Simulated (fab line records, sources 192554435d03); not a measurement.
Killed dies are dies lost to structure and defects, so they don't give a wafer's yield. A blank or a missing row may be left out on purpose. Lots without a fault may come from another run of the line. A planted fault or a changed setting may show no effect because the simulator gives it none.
Chamber matching | flow n5_finfet | N5_BEOL_M0_SAQP_ETCH_84 on rie_diel-02: 4 sister chambers
The step etches SOC in N2/H2, target depth 100 nm, overetch 20 nm, time 150 s. 8 wafers are shown with their chamber, then 7 later ones without.

WAFERS WITH THEIR CHAMBER
wafer  | chamber | drypump_motor_current_A (A) | showerhead_plenum_p_Torr (Torr)
L077.2 | 3       | 4.9                         | 2.62
L079.6 | 3       | 4.9                         | 2.61
L080.3 | 0       | 6.1                         | 2.67
L080.5 | 2       | 5.0                         | 2.47
L086.5 | 1       | 5.8                         | 2.50
L086.6 | 2       | 5.1                         | 2.47
L087.1 | 0       | 6.1                         | 2.66
L087.2 | 1       | 5.7                         | 2.50

WAFERS WITHOUT THEIR CHAMBER
wafer  | drypump_motor_current_A (A) | showerhead_plenum_p_Torr (Torr)
L087.3 | 4.9                         | 2.61
L088.2 | 6.1                         | 2.66
L088.5 | 5.1                         | 2.46
L088.6 | 4.9                         | 2.61
L094.1 | 6.1                         | 2.65
L094.3 | 5.1                         | 2.46
L094.4 | 4.9                         | 2.60

WHICH CHAMBER EACH WENT THROUGH
wafer  | from the rows above | in truth
L087.3 | 3                   | 3
L088.2 | 0                   | 0
L088.5 | 2                   | 2
L088.6 | 3                   | 3
L094.1 | 0                   | 0
L094.3 | 2                   | 2
L094.4 | 3                   | 3
Placed correctly: 7 of 7. Can't be placed from these rows: 0. Placed wrongly: 0.
How it was worked out, from the rows above alone: a wafer's distance from a chamber is the root of the sum, over the readings, of the square of ((its reading less the chamber's mean) divided by the reading's scatter). The wafer belongs to the nearest chamber; if the next one is less than 2 further off, it can't be placed. A chamber's mean is the mean of its shown wafers. The scatter: the root of (the sum of the squares of (reading less its chamber's mean) over the shown wafers, divided by (wafers less chambers)).
